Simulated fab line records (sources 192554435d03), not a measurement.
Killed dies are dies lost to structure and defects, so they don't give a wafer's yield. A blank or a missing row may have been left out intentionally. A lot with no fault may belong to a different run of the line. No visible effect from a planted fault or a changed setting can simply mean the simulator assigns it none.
fab line records -- flow n5-finfet
[record] lots = 24, wafers = 72, last-day = 18
route steps=1938 shown BEOL_M5@1148 BEOL_M6@1209
lots untouched by any fault: they come from a run of this same line in which no faults occurred
start-h: hours from the record's first day to the start of the lot's first wafer shown -- wait-h: how many hours have passed since the lot's step before this one -- " the same as in the row above -- L1.1+2: a single row standing in for several wafers -- - either no value or no given start -- * or withheld: withheld -- < > ~ a bound
route shown NAME@n: a module of which the file shows steps, and the number in the route of the first -- usual: average and standard deviation across the fault-free wafers -- same: alike in all rows -- chamber/n: place in a boat -- sites: each site's reading -- _std_site: standard deviation of those values -- _edge_site: the outer-site mean with the inner-site mean subtracted -- radius-mm: how far each site lies from the wafer's centre -- mask NAME#n: copy n -- behind: the last tool/chamber to shape the wafer -- hold: why the lot was held/for how many hours/how that ended -- device: the transistor (n, p or np) that didn't switch -- end of line: the tests these same wafers got at the end of their route -- for a step that has no rows: nothing shown but its recipe -- killed: dies that structure and defects cost at the first sort, which is not the same as the wafer's yield -- map: the dies of a wafer, with x for killed, . for not killed, _ for no die there
set.NAME: the run value of the setting; set.NAME@STEP: its run value at that earlier step -- model.NAME: the simulator's own value behind a step, which no gauge read
a sample of lots followed through the steps of the route, with each step as a table and each wafer as a row
services: the hour from which a tool's chamber was out of use, counted from the record's first day as start-h (under 0 if before that day), plus the number of hours and why
[[steps]]
[step N5_BEOL_M5_CD_MEAS_28]
[recipe] target-cd-nm = 30.6, landing-energy-ev = 500, detector = se-inlens, target-cd-y-nm = 20, polarity = opening
[usual] cd-nm = 30.59/0.28
lot.wafer,tool,chamber,start-h,wait-h,cd-nm
L074.4,cd-sem-01,0,173.29,-,31.01
L074.5,cd-sem-01,0,173.29,-,30.63
L074.6,cd-sem-01,0,173.29,-,30.43
L075.3,cd-sem-02,0,180.46,-,30.92
L075.4,cd-sem-02,0,180.46,-,30.94
L075.5,cd-sem-02,0,180.46,-,30.95
L076.2,cd-sem-02,0,180.75,-,30.38
L076.3,cd-sem-02,0,180.75,-,30.32
L076.4,cd-sem-02,0,180.75,-,30.37
L077.3,cd-sem-03,0,194.83,-,30.28
L077.4,cd-sem-03,0,194.83,-,30.31
L077.5,cd-sem-03,0,194.83,-,30.46
L078.1,cd-sem-01,0,198.68,-,30.58
L078.2,cd-sem-01,0,198.68,-,30.57
L078.4,cd-sem-01,0,198.68,-,30.48
L080.1,cd-sem-02,0,205.19,-,30.72
L080.2,cd-sem-02,0,205.19,-,30.58
L080.5,cd-sem-02,0,205.19,-,30.52
L079.1,cd-sem-03,0,205.47,-,30.55
L079.3,cd-sem-03,0,205.47,-,30.55
L079.4,cd-sem-03,0,205.47,-,30.32
L081.2,cd-sem-03,0,213.91,-,30.87
L081.3,cd-sem-03,0,213.91,-,30.96
L081.6,cd-sem-03,0,213.91,-,30.73
L083.3,cd-sem-01,0,226.11,-,30.12
L083.5,cd-sem-01,0,226.11,-,30.83
L083.6,cd-sem-01,0,226.11,-,30.71
L082.1,cd-sem-01,0,227.35,-,30.53
L082.4,cd-sem-01,0,227.35,-,30.49
L082.5,cd-sem-01,0,227.35,-,30.60
L084.3,cd-sem-03,0,229.94,-,30.25
L084.4,cd-sem-03,0,229.94,-,30.34
L084.6,cd-sem-03,0,229.94,-,30.21
L085.1,cd-sem-03,0,239.27,-,31.25
L085.3,cd-sem-03,0,239.27,-,30.96
L085.5,cd-sem-03,0,239.27,-,30.62
L086.1,cd-sem-01,0,252.09,-,30.45
L086.2,cd-sem-01,0,252.09,-,31.07
L086.6,cd-sem-01,0,252.09,-,31.31
L087.1,cd-sem-03,0,258.25,-,30.59
L087.5,cd-sem-03,0,258.25,-,30.08
L087.6,cd-sem-03,0,258.25,-,30.17
L089.3,cd-sem-03,0,278.52,-,30.77
L089.5,cd-sem-03,0,278.52,-,30.46
L089.6,cd-sem-03,0,278.52,-,30.57
L088.1,cd-sem-02,0,284.49,-,30.58
L088.2,cd-sem-02,0,284.49,-,30.68
L088.5,cd-sem-02,0,284.49,-,30.52
L090.1,cd-sem-01,0,289.60,-,30.82
L090.4,cd-sem-01,0,289.60,-,30.44
L090.5,cd-sem-01,0,289.60,-,30.93
L091.2,cd-sem-01,0,289.83,-,30.94
L091.3,cd-sem-01,0,289.83,-,30.72
L091.5,cd-sem-01,0,289.83,-,30.50
L093.1,cd-sem-01,0,297.18,-,30.60
L093.2,cd-sem-01,0,297.18,-,30.48
L093.6,cd-sem-01,0,297.18,-,30.97
L092.1,cd-sem-01,0,297.23,-,30.13
L092.4,cd-sem-01,0,297.23,-,30.98
L092.6,cd-sem-01,0,297.23,-,30.43
L094.3,cd-sem-03,0,306.17,-,30.47
L094.4,cd-sem-03,0,306.17,-,30.43
L094.6,cd-sem-03,0,306.17,-,30.37
L095.1,cd-sem-03,0,312.99,-,30.16
L095.5,cd-sem-03,0,312.99,-,30.53
L095.6,cd-sem-03,0,312.99,-,30.56
L097.3,cd-sem-01,0,321.13,-,30.56
L097.4,cd-sem-01,0,321.13,-,30.64
L097.6,cd-sem-01,0,321.13,-,30.34
L096.1,cd-sem-03,0,323.91,-,30.44
L096.2,cd-sem-03,0,323.91,-,30.62
L096.4,cd-sem-03,0,323.91,-,30.25
[step N5_BEOL_M5_ETCH_41]
[recipe] chemistry = CH3F/O2, target = SiCN, target-depth-a = 315, taper-deg = 2, time-s = 56.7, ion-energy-ev = 120, mask-material = TiN, pressure-mtorr = 30, source-w = 395, bias-w = 75, Ar_flow_sccm = 150, CH3F_flow_sccm = 30, O2_flow_sccm = 20
[usual] drypump-motor-current-A = 5.7/0.55, oes-product-au = 0.76/0.093, rf-vpp-V = 297.6/1.7, showerhead-plenum-p-Torr = 2.02/0.067, throttle-valve-pct = 16.24/0.24
lot.wafer,tool,chamber,start-h,wait-h,drypump-motor-current-A,oes-product-au,rf-hours-counter-h,rf-vpp-V,showerhead-plenum-p-Torr,throttle-valve-pct
L074.4,rie-diel-02,2,-,-,6.3,0.75,183,294.1,1.92,16.38
L074.5,rie-diel-02,1,-,-,5.0,0.70,-,298.5,2.03,16.02
L074.6,rie-diel-02,0,-,-,6.4,0.98,-,298.4,2.03,15.82
L075.3,rie-diel-06,0,-,-,5.9,0.73,197,299.2,2.07,16.53
L075.4,rie-diel-06,3,-,-,5.2,0.73,171,296.2,1.89,16.21
L075.5,rie-diel-06,0,-,-,5.9,0.72,-,298.4,2.07,16.54
L076.2,rie-diel-06,0,-,-,5.9,0.72,197,299.8,2.07,16.55
L076.3,rie-diel-06,1,-,-,5.4,0.84,60,297.9,2.03,15.90
L076.4,rie-diel-06,2,-,-,6.2,0.89,33,297.3,1.97,16.43
L077.3,rie-diel-04,3,-,-,5.9,0.66,237,295.2,1.89,16.40
L077.4,rie-diel-04,1,-,-,6.3,0.72,201,299.0,2.07,16.07
L077.5,rie-diel-04,1,-,-,6.3,0.72,-,300.3,2.07,16.10
L078.1,rie-diel-02,3,-,-,6.5,0.69,195,296.8,1.99,16.41
L078.2,rie-diel-02,0,-,-,6.4,0.98,14,297.8,2.03,15.86
L078.4,rie-diel-02,1,-,-,5.1,0.70,231,297.6,2.03,16.04
L080.1,rie-diel-04,1,-,-,6.2,0.71,205,298.1,2.07,16.09
L080.2,rie-diel-04,0,-,-,5.3,0.73,159,299.4,2.08,16.39
L080.5,rie-diel-04,0,-,-,5.3,0.72,-,299.1,2.08,16.38
L079.1,rie-diel-02,0,-,-,6.4,0.97,17,298.4,2.03,15.84
L079.3,rie-diel-02,2,-,-,6.4,0.74,193,294.8,1.92,16.40
L079.4,rie-diel-02,1,-,-,5.1,0.70,234,298.9,2.03,16.04
L081.2,rie-diel-02,3,-,-,6.5,0.70,199,296.0,1.99,16.43
L081.3,rie-diel-02,2,-,-,6.4,0.72,195,295.0,1.92,16.39
L081.6,rie-diel-02,3,-,-,6.5,0.69,-,295.9,1.99,16.42
L083.3,rie-diel-06,2,-,-,6.2,0.86,45,294.9,1.97,16.44
L083.5,rie-diel-06,3,-,-,5.2,0.71,-,295.4,1.89,16.23
L083.6,rie-diel-06,0,-,-,5.9,0.71,-,299.0,2.06,16.58
L082.1,rie-diel-06,2,-,-,6.1,0.86,45,295.7,1.97,16.45
L082.4,rie-diel-06,0,-,-,5.9,0.72,209,300.1,2.06,16.57
L082.5,rie-diel-06,1,-,-,5.4,0.81,-,297.5,2.02,15.92
L084.3,rie-diel-04,1,-,-,6.3,0.70,214,298.6,2.07,16.11
L084.4,rie-diel-04,2,-,-,4.8,0.73,215,298.5,2.05,16.29
L084.6,rie-diel-04,3,-,-,5.9,0.66,-,294.4,1.88,16.41
L085.1,rie-diel-04,2,-,-,4.9,0.71,219,298.9,2.05,16.27
L085.3,rie-diel-04,0,-,-,5.4,0.73,171,300.3,2.08,16.42
L085.5,rie-diel-04,1,-,-,6.2,0.70,-,299.6,2.06,16.13
L086.1,rie-diel-02,2,-,-,6.3,0.72,208,294.6,1.91,16.41
L086.2,rie-diel-02,0,-,-,6.4,0.93,30,298.0,2.03,15.88
L086.6,rie-diel-02,3,-,-,6.5,0.68,-,296.0,1.99,16.44
L087.1,rie-diel-06,0,-,-,5.9,0.70,219,298.7,2.06,16.58
L087.5,rie-diel-06,1,-,-,5.4,0.80,-,297.8,2.02,15.94
L087.6,rie-diel-06,2,-,-,6.2,0.85,-,297.4,1.96,16.47
L089.3,rie-diel-06,2,-,-,6.1,0.85,59,295.4,1.96,16.47
L089.5,rie-diel-06,0,-,-,5.9,0.69,-,297.8,2.06,16.60
L089.6,rie-diel-06,3,-,-,5.2,0.70,-,294.3,1.89,16.25
L088.1,rie-diel-06,1,-,-,5.4,0.79,88,297.4,2.02,15.96
L088.2,rie-diel-06,3,-,-,5.2,0.70,198,296.0,1.89,16.25
L088.5,rie-diel-06,1,-,-,5.4,0.80,-,298.3,2.02,15.95
L090.1,rie-diel-04,3,-,-,5.9,0.95,7,299.9,2.13,15.96
L090.4,rie-diel-04,2,-,-,4.9,0.70,234,297.2,2.04,16.32
L090.5,rie-diel-04,2,-,-,4.9,0.70,-,298.1,2.04,16.33
L091.2,rie-diel-02,2,-,-,6.3,0.72,219,294.3,1.91,16.45
L091.3,rie-diel-02,1,-,-,5.1,1.01,0,298.8,2.02,15.51
L091.5,rie-diel-02,2,-,-,6.3,0.71,-,295.3,1.91,16.43
L093.1,rie-diel-04,0,-,-,5.3,0.71,189,297.5,2.07,16.45
L093.2,rie-diel-04,2,-,-,4.8,0.70,236,297.2,2.04,16.31
L093.6,rie-diel-04,1,-,-,6.3,0.69,-,297.2,2.06,16.16
L092.1,rie-diel-04,1,-,-,6.3,0.69,235,298.1,2.06,16.14
L092.4,rie-diel-04,0,-,-,5.3,0.71,189,299.1,2.07,16.46
L092.6,rie-diel-04,3,-,-,5.9,0.95,-,299.6,2.13,15.96
L094.3,rie-diel-04,1,-,-,6.2,0.68,238,299.5,2.06,16.16
L094.4,rie-diel-04,3,-,-,5.9,0.94,12,300.8,2.13,15.96
L094.6,rie-diel-04,2,-,-,4.9,0.69,-,299.1,2.04,16.31
L095.1,rie-diel-04,3,-,-,5.9,0.94,13,300.9,2.13,15.97
L095.5,rie-diel-04,0,-,-,5.3,0.71,-,298.8,2.07,16.43
L095.6,rie-diel-04,1,-,-,6.2,0.69,-,297.9,2.06,16.17
L097.3,rie-diel-04,1,-,-,6.2,0.68,241,297.6,2.06,16.17
L097.4,rie-diel-04,3,-,-,5.9,0.93,16,298.7,2.12,15.97
L097.6,rie-diel-04,0,-,-,5.3,0.70,-,297.8,2.07,16.47
L096.1,rie-diel-02,0,-,-,6.4,0.88,51,298.2,2.02,15.91
L096.2,rie-diel-02,3,-,-,6.5,0.66,233,296.7,1.98,16.47
L096.4,rie-diel-02,1,-,-,5.1,0.94,10,297.6,2.02,15.54
[step N5_BEOL_M5_OCD_MEAS_38]
[usual] trench-depth-nm = 70.8/2
lot.wafer,tool,chamber,start-h,wait-h,trench-depth-nm
L074.4,ocd-02,-,173.83,-,72.8
L074.5,ocd-02,-,173.83,-,71.9
L074.6,ocd-02,-,173.83,-,75.5
L075.3,ocd-02,-,181.00,-,71.2
L075.4,ocd-02,-,181.00,-,71.9
L075.5,ocd-02,-,181.00,-,72.0
L076.2,ocd-01,-,181.39,-,71.9
L076.3,ocd-01,-,181.39,-,71.6
L076.4,ocd-01,-,181.39,-,72.6
L077.3,ocd-01,-,195.43,-,67.1
L077.4,ocd-01,-,195.43,-,70.6
L077.5,ocd-01,-,195.43,-,69.9
L078.1,ocd-01,-,199.22,-,67.7
L078.2,ocd-01,-,199.22,-,75.4
L078.4,ocd-01,-,199.22,-,71.8
L080.1,ocd-02,-,205.73,-,70.7
L080.2,ocd-02,-,205.73,-,68.7
L080.5,ocd-02,-,205.73,-,68.8
L079.1,ocd-01,-,206.01,-,75.1
L079.3,ocd-01,-,206.01,-,72.5
L079.4,ocd-01,-,206.01,-,70.3
L081.2,ocd-01,-,214.45,-,67.0
L081.3,ocd-01,-,214.45,-,72.5
L081.6,ocd-01,-,214.45,-,66.3
L083.3,ocd-02,-,226.87,-,71.7
L083.5,ocd-02,-,226.87,-,71.7
L083.6,ocd-02,-,226.87,-,72.2
L082.1,ocd-01,-,227.89,-,71.9
L082.4,ocd-01,-,227.89,-,71.2
L082.5,ocd-01,-,227.89,-,69.7
L084.3,ocd-02,-,230.48,-,70.0
L084.4,ocd-02,-,230.48,-,69.9
L084.6,ocd-02,-,230.48,-,68.0
L085.1,ocd-01,-,239.81,-,70.5
L085.3,ocd-01,-,239.81,-,69.2
L085.5,ocd-01,-,239.81,-,69.4
L086.1,ocd-01,-,252.92,-,72.6
L086.2,ocd-01,-,252.92,-,74.6
L086.6,ocd-01,-,252.92,-,67.2
L087.1,ocd-02,-,259.36,-,70.9
L087.5,ocd-02,-,259.36,-,71.9
L087.6,ocd-02,-,259.36,-,73.2
L089.3,ocd-02,-,279.07,-,73.2
L089.5,ocd-02,-,279.07,-,70.9
L089.6,ocd-02,-,279.07,-,71.6
L088.1,ocd-02,-,285.03,-,71.2
L088.2,ocd-02,-,285.03,-,70.9
L088.5,ocd-02,-,285.03,-,70.6
L090.1,ocd-01,-,290.26,-,71.6
L090.4,ocd-01,-,290.26,-,68.6
L090.5,ocd-01,-,290.26,-,69.0
L091.2,ocd-02,-,290.65,-,73.3
L091.3,ocd-02,-,290.65,-,72.7
L091.5,ocd-02,-,290.65,-,74.1
L093.1,ocd-02,-,297.72,-,69.8
L093.2,ocd-02,-,297.72,-,69.7
L093.6,ocd-02,-,297.72,-,70.4
L092.1,ocd-02,-,298.11,-,69.7
L092.4,ocd-02,-,298.11,-,69.9
L092.6,ocd-02,-,298.11,-,72.0
L094.3,ocd-02,-,306.91,-,68.8
L094.4,ocd-02,-,306.91,-,71.9
L094.6,ocd-02,-,306.91,-,70.6
L095.1,ocd-02,-,313.53,-,71.6
L095.5,ocd-02,-,313.53,-,68.2
L095.6,ocd-02,-,313.53,-,68.4
L097.3,ocd-01,-,321.68,-,69.4
L097.4,ocd-01,-,321.68,-,72.5
L097.6,ocd-01,-,321.68,-,68.6
L096.1,ocd-02,-,324.45,-,72.9
L096.2,ocd-02,-,324.45,-,67.8
L096.4,ocd-02,-,324.45,-,73.1
[step N5_BEOL_M5_DEGAS_44]
[recipe] ambient = vacuum, temp-c = 250, time-s = 60
[usual] heater-power-w = 368/37
lot.wafer,tool,chamber,start-h,wait-h,heater-power-w
L074.4,pvd-sputter-03,-,174.90,0.5,327
L074.5,pvd-sputter-03,-,174.90,0.5,383
L074.6,pvd-sputter-03,-,174.90,0.5,399
L075.3,pvd-sputter-01,-,181.57,0.2,414
L075.4,pvd-sputter-01,-,181.57,0.2,348
L075.5,pvd-sputter-01,-,181.57,0.2,409
L076.2,pvd-sputter-03,-,181.98,0.3,333
L076.3,pvd-sputter-03,-,181.98,0.3,395
L076.4,pvd-sputter-03,-,181.98,0.3,371
L077.3,pvd-sputter-01,-,196.11,0.3,367
L077.4,pvd-sputter-01,-,196.11,0.3,418
L077.5,pvd-sputter-01,-,196.11,0.3,395
L078.1,pvd-sputter-02,-,200.17,0.7,302
L078.2,pvd-sputter-02,-,200.17,0.7,411
L078.4,pvd-sputter-02,-,200.17,0.7,377
L080.1,pvd-sputter-01,-,206.33,0.4,411
L080.2,pvd-sputter-01,-,206.33,0.4,363
L080.5,pvd-sputter-01,-,206.33,0.4,347
L079.1,pvd-sputter-01,-,207.01,0.7,425
L079.3,pvd-sputter-01,-,207.01,0.7,357
L079.4,pvd-sputter-01,-,207.01,0.7,334
L081.2,pvd-sputter-03,-,215.14,0.4,372
L081.3,pvd-sputter-03,-,215.14,0.4,405
L081.6,pvd-sputter-03,-,215.14,0.4,326
L083.3,pvd-sputter-02,-,228.01,0.8,299
L083.5,pvd-sputter-02,-,228.01,0.8,363
L083.6,pvd-sputter-02,-,228.01,0.8,301
L082.1,pvd-sputter-03,-,228.42,0.3,323
L082.4,pvd-sputter-03,-,228.42,0.3,406
L082.5,pvd-sputter-03,-,228.42,0.3,327
L084.3,pvd-sputter-01,-,231.57,0.7,413
L084.4,pvd-sputter-01,-,231.57,0.7,372
L084.6,pvd-sputter-01,-,231.57,0.7,415
L085.1,pvd-sputter-02,-,240.48,0.4,300
L085.3,pvd-sputter-02,-,240.48,0.4,377
L085.5,pvd-sputter-02,-,240.48,0.4,307
L086.1,pvd-sputter-02,-,253.48,0.3,371
L086.2,pvd-sputter-02,-,253.48,0.3,303
L086.6,pvd-sputter-02,-,253.48,0.3,412
L087.1,pvd-sputter-03,-,259.88,0.3,322
L087.5,pvd-sputter-03,-,259.88,0.3,403
L087.6,pvd-sputter-03,-,259.88,0.3,370
L089.3,pvd-sputter-02,-,279.65,0.2,366
L089.5,pvd-sputter-02,-,279.65,0.2,374
L089.6,pvd-sputter-02,-,279.65,0.2,409
L088.1,pvd-sputter-01,-,285.65,0.4,413
L088.2,pvd-sputter-01,-,285.65,0.4,366
L088.5,pvd-sputter-01,-,285.65,0.4,408
L090.1,pvd-sputter-02,-,290.81,0.3,356
L090.4,pvd-sputter-02,-,290.81,0.3,308
L090.5,pvd-sputter-02,-,290.81,0.3,374
L091.2,pvd-sputter-02,-,292.87,1.9,302
L091.3,pvd-sputter-02,-,292.87,1.9,374
L091.5,pvd-sputter-02,-,292.87,1.9,400
L093.1,pvd-sputter-01,-,298.28,0.3,351
L093.2,pvd-sputter-01,-,298.28,0.3,340
L093.6,pvd-sputter-01,-,298.28,0.3,347
L092.1,pvd-sputter-02,-,298.66,0.3,306
L092.4,pvd-sputter-02,-,298.66,0.3,405
L092.6,pvd-sputter-02,-,298.66,0.3,368
L094.3,pvd-sputter-01,-,307.51,0.2,413
L094.4,pvd-sputter-01,-,307.51,0.2,346
L094.6,pvd-sputter-01,-,307.51,0.2,353
L095.1,pvd-sputter-02,-,314.34,0.5,408
L095.5,pvd-sputter-02,-,314.34,0.5,370
L095.6,pvd-sputter-02,-,314.34,0.5,304
L097.3,pvd-sputter-02,-,322.22,0.2,364
L097.4,pvd-sputter-02,-,322.22,0.2,416
L097.6,pvd-sputter-02,-,322.22,0.2,370
L096.1,pvd-sputter-02,-,325.54,0.9,300
L096.2,pvd-sputter-02,-,325.54,0.9,350
L096.4,pvd-sputter-02,-,325.54,0.9,371
[step N5_BEOL_M5_CMP_52]
[recipe] stop-on = SiCOH_lowk, t-overpolish-s = 6.9, down-force-psi = 1, platen-rpm = 50, clearing-platen-down-force-psi = 1.5, clearing-platen-rpm = 50, post-cmp-clean = cu-alkaline, target-thk-nm = 62, clearing-platen-pad-velocity-m-s = 0.99484, pad-velocity-m-s = 0.99484
[usual] barrier-field-endpoint-s = 24.1/0.77, motor-current-A = 6.2/0.73, overpolish-run-s = 6.900/0.0087, time-to-endpoint-s = 61/4.5
lot.wafer,tool,chamber,start-h,wait-h,barrier-field-endpoint-s,motor-current-A,overpolish-run-s,time-to-endpoint-s
L074.4,cmp-04,3,183.41,0.2,25.6,7.6,6.890,68
L074.5,cmp-04,3,183.41,0.2,24.8,7.7,6.903,65
L074.6,cmp-04,0,183.41,0.2,24.8,6.1,6.916,67
L075.4,cmp-01,2,187.38,0.2,24.5,5.9,6.893,63
L075.3,cmp-01,0,187.38,0.2,22.3,5.5,6.904,54
L075.5,cmp-01,3,187.38,0.2,24.6,6.5,6.905,60
L076.2,cmp-01,0,189.15,0.5,22.9,5.7,6.893,54
L076.4,cmp-01,1,189.15,0.5,24.1,6.5,6.907,62
L076.3,cmp-01,2,189.15,0.5,24.7,5.4,6.891,60
L077.3,cmp-04,3,201.53,0.2,25.3,7.4,6.903,69
L077.4,cmp-04,0,201.53,0.2,25.4,6.5,6.882,72
L077.5,cmp-04,3,201.53,0.2,25.8,7.4,6.896,70
L078.2,cmp-01,3,205.77,0.2,24.0,6.5,6.904,62
L078.4,cmp-01,1,205.77,0.2,24.0,6.6,6.891,62
L078.1,cmp-01,2,205.77,0.2,23.6,5.7,6.916,63
L080.1,cmp-01,1,212.38,0.3,24.2,6.5,6.891,60
L080.2,cmp-01,0,212.38,0.3,23.6,6.1,6.906,56
L080.5,cmp-01,2,212.38,0.3,25.1,5.7,6.901,62
L079.4,cmp-04,2,214.22,1.2,25.0,6.9,6.904,65
L079.1,cmp-04,3,214.22,1.2,25.0,7.3,6.897,69
L079.3,cmp-04,0,214.22,1.2,25.9,6.3,6.910,70
L081.2,cmp-02,3,222.32,0.2,23.9,6.7,6.907,60
L081.3,cmp-02,0,222.32,0.2,23.3,7.5,6.887,55
L081.6,cmp-02,2,222.32,0.2,24.2,4.9,6.893,64
L083.3,cmp-04,0,233.54,0.3,25.0,6.5,6.907,69
L083.5,cmp-04,2,233.54,0.3,24.9,6.8,6.903,67
L083.6,cmp-04,3,233.54,0.3,25.3,7.6,6.916,65
L082.1,cmp-01,2,234.12,0.3,23.8,5.5,6.898,65
L082.4,cmp-01,3,234.12,0.3,24.3,6.3,6.895,63
L082.5,cmp-01,3,234.12,0.3,24.0,6.4,6.901,60
L084.4,cmp-02,3,238.32,0.2,24.4,6.8,6.901,62
L084.3,cmp-02,0,238.32,0.2,23.6,7.8,6.898,59
L084.6,cmp-02,1,238.32,0.2,24.7,6.2,6.883,63
L085.3,cmp-02,2,246.11,0.2,23.6,4.9,6.911,63
L085.1,cmp-02,0,246.11,0.2,23.5,7.5,6.917,56
L085.5,cmp-02,2,246.11,0.2,24.8,5.1,6.901,65
L086.2,cmp-01,3,259.08,0.2,23.4,6.7,6.904,57
L086.1,cmp-01,2,259.08,0.2,24.1,6.0,6.897,61
L086.6,cmp-01,3,259.08,0.2,23.5,6.4,6.910,57
L087.1,cmp-02,0,269.46,0.3,23.4,7.7,6.901,58
L087.5,cmp-02,3,269.46,0.3,24.3,6.5,6.902,62
L087.6,cmp-02,0,269.46,0.3,23.4,7.0,6.898,58
L089.3,cmp-01,3,287.87,0.2,23.8,6.9,6.884,60
L089.6,cmp-01,3,287.87,0.2,24.4,6.5,6.908,57
L089.5,cmp-01,0,287.87,0.2,24.3,5.9,6.914,52
L088.1,cmp-02,1,294.58,0.3,23.9,6.4,6.897,55
L088.2,cmp-02,2,294.58,0.3,24.8,5.1,6.904,63
L088.5,cmp-02,0,294.58,0.3,23.8,7.6,6.907,52
L090.4,cmp-01,2,297.80,0.1,24.2,5.7,6.912,62
L090.1,cmp-01,0,297.80,0.1,21.9,5.8,6.903,52
L090.5,cmp-01,2,297.80,0.1,24.4,5.5,6.896,61
L091.3,cmp-01,0,298.94,0.2,23.1,5.6,6.890,51
L091.2,cmp-01,2,298.94,0.2,24.1,5.8,6.899,58
L091.5,cmp-01,0,298.94,0.2,23.6,5.9,6.877,52
L093.1,cmp-01,0,305.01,0.3,22.0,5.7,6.890,51
L093.2,cmp-01,1,305.01,0.3,24.0,6.6,6.900,59
L093.6,cmp-01,3,305.01,0.3,24.0,6.5,6.907,59
L092.4,cmp-01,2,306.73,0.2,25.3,5.5,6.888,63
L092.1,cmp-01,0,306.73,0.2,23.1,5.7,6.905,54
L092.6,cmp-01,1,306.73,0.2,23.5,6.8,6.904,59
L094.4,cmp-01,2,313.58,0.1,24.8,5.6,6.902,60
L094.3,cmp-01,3,313.58,0.1,24.8,6.2,6.908,60
L094.6,cmp-01,2,313.58,0.1,24.6,5.7,6.905,61
L095.1,cmp-04,1,321.04,1.2,22.8,4.9,6.917,59
L095.5,cmp-04,0,321.04,1.2,24.5,6.0,6.896,68
L095.6,cmp-04,1,321.04,1.2,24.0,4.9,6.895,61
L097.4,cmp-04,1,328.85,0.1,22.7,5.2,6.916,57
L097.3,cmp-04,3,328.85,0.1,24.9,7.4,6.893,64
L097.6,cmp-04,2,328.85,0.1,23.9,6.9,6.902,65
L096.2,cmp-04,3,331.31,0.2,24.7,7.2,6.903,63
L096.4,cmp-04,0,331.31,0.2,25.0,6.3,6.893,65
L096.1,cmp-04,1,331.31,0.2,23.2,5.1,6.895,57
[step N5_BEOL_M6_INSPECT_13]
[recipe] mode = adi, inspect-instrument = brightfield
[usual] raw-defect-count = 424/110
lot.wafer,tool,chamber,start-h,wait-h,raw-defect-count
L074.4,defect-inspect-02,-,190.44,0.0,485
L074.5,defect-inspect-02,-,190.44,0.0,434
L074.6,defect-inspect-02,-,190.44,0.0,375
L075.3,defect-inspect-02,-,190.48,0.0,383
L075.4,defect-inspect-02,-,190.48,0.0,327
L075.5,defect-inspect-02,-,190.48,0.0,400
L076.2,defect-inspect-02,-,190.97,0.0,394
L076.3,defect-inspect-02,-,190.97,0.0,423
L076.4,defect-inspect-02,-,190.97,0.0,343
L077.3,defect-inspect-01,-,204.13,0.0,388
L077.4,defect-inspect-01,-,204.13,0.0,336
L077.5,defect-inspect-01,-,204.13,0.0,420
L078.1,defect-inspect-02,-,208.99,0.0,383
L078.2,defect-inspect-02,-,208.99,0.0,327
L078.4,defect-inspect-02,-,208.99,0.0,465
L080.1,defect-inspect-01,-,214.28,0.0,395
L080.2,defect-inspect-01,-,214.28,0.0,330
L080.5,defect-inspect-01,-,214.28,0.0,303
L079.1,defect-inspect-01,-,217.89,0.0,573
L079.3,defect-inspect-01,-,217.89,0.0,620
L079.4,defect-inspect-01,-,217.89,0.0,507
L081.2,defect-inspect-02,-,225.21,0.0,685
L081.3,defect-inspect-02,-,225.21,0.0,539
L081.6,defect-inspect-02,-,225.21,0.0,598
L083.3,defect-inspect-01,-,237.67,0.0,369
L083.5,defect-inspect-01,-,237.67,0.0,413
L083.6,defect-inspect-01,-,237.67,0.0,347
L082.1,defect-inspect-01,-,237.98,0.0,379
L082.4,defect-inspect-01,-,237.98,0.0,450
L082.5,defect-inspect-01,-,237.98,0.0,339
L084.3,defect-inspect-01,-,240.81,0.0,382
L084.4,defect-inspect-01,-,240.81,0.0,524
L084.6,defect-inspect-01,-,240.81,0.0,396
L085.1,defect-inspect-01,-,248.04,0.0,316
L085.3,defect-inspect-01,-,248.04,0.0,487
L085.5,defect-inspect-01,-,248.04,0.0,415
L086.1,defect-inspect-01,-,263.74,0.0,255
L086.2,defect-inspect-01,-,263.74,0.0,325
L086.6,defect-inspect-01,-,263.74,0.0,315
L087.1,defect-inspect-01,-,271.68,0.0,244
L087.5,defect-inspect-01,-,271.68,0.0,282
L087.6,defect-inspect-01,-,271.68,0.0,316
L089.3,defect-inspect-02,-,290.09,0.0,393
L089.5,defect-inspect-02,-,290.09,0.0,452
L089.6,defect-inspect-02,-,290.09,0.0,484
L088.1,defect-inspect-02,-,298.30,0.0,604
L088.2,defect-inspect-02,-,298.30,0.0,520
L088.5,defect-inspect-02,-,298.30,0.0,544
L090.1,defect-inspect-02,-,303.63,0.0,344
L090.4,defect-inspect-02,-,303.63,0.0,432
L090.5,defect-inspect-02,-,303.63,0.0,431
L091.2,defect-inspect-01,-,303.90,0.0,446
L091.3,defect-inspect-01,-,303.90,0.0,581
L091.5,defect-inspect-01,-,303.90,0.0,509
L093.1,defect-inspect-01,-,307.55,0.0,441
L093.2,defect-inspect-01,-,307.55,0.0,421
L093.6,defect-inspect-01,-,307.55,0.0,428
L092.1,defect-inspect-01,-,308.79,0.0,317
L092.4,defect-inspect-01,-,308.79,0.0,409
L092.6,defect-inspect-01,-,308.79,0.0,361
L094.3,defect-inspect-02,-,315.43,0.0,326
L094.4,defect-inspect-02,-,315.43,0.0,456
L094.6,defect-inspect-02,-,315.43,0.0,469
L095.1,defect-inspect-01,-,323.24,0.0,581
L095.5,defect-inspect-01,-,323.24,0.0,467
L095.6,defect-inspect-01,-,323.24,0.0,453
L097.3,defect-inspect-02,-,331.57,0.0,362
L097.4,defect-inspect-02,-,331.57,0.0,343
L097.6,defect-inspect-02,-,331.57,0.0,291
L096.1,defect-inspect-02,-,336.86,0.0,487
L096.2,defect-inspect-02,-,336.86,0.0,591
L096.4,defect-inspect-02,-,336.86,0.0,481
[[services]]
tool,chamber,start-h,hours,kind
pvd-sputter-03,-,155.67,1.6,repair
pvd-sputter-01,-,176.49,2.6,repair
rie-diel-04,3,180.80,1.6,repair
cmp-04,-,184.81,5.6,repair
cmp-01,-,198.85,1.9,repair
cmp-02,-,215.11,6.7,pm
rie-diel-02,1,222.31,5.3,repair
cmp-04,-,225.15,0.9,repair
pvd-sputter-01,-,234.69,2.1,repair
rie-diel-04,3,237.79,-,clean
pvd-sputter-01,-,256.70,7.0,repair
cmp-02,-,262.33,4.6,repair
cmp-04,-,268.51,0.4,repair
cmp-02,-,271.08,0.4,repair
cmp-02,-,275.17,2.2,repair
cmp-01,-,283.18,4.0,pm
cmp-01,-,287.18,-,consumable-replace:conditioner
cmp-01,-,287.18,-,consumable-replace:pad
cmp-01,-,294.16,1.1,repair
cmp-02,-,304.35,20.2,pm
cmp-04,-,308.07,4.0,pm
cmp-01,-,314.03,2.3,repair
cmp-02,-,325.99,4.7,repair
cmp-01,-,327.65,1.2,repair
[[key]]
fault none
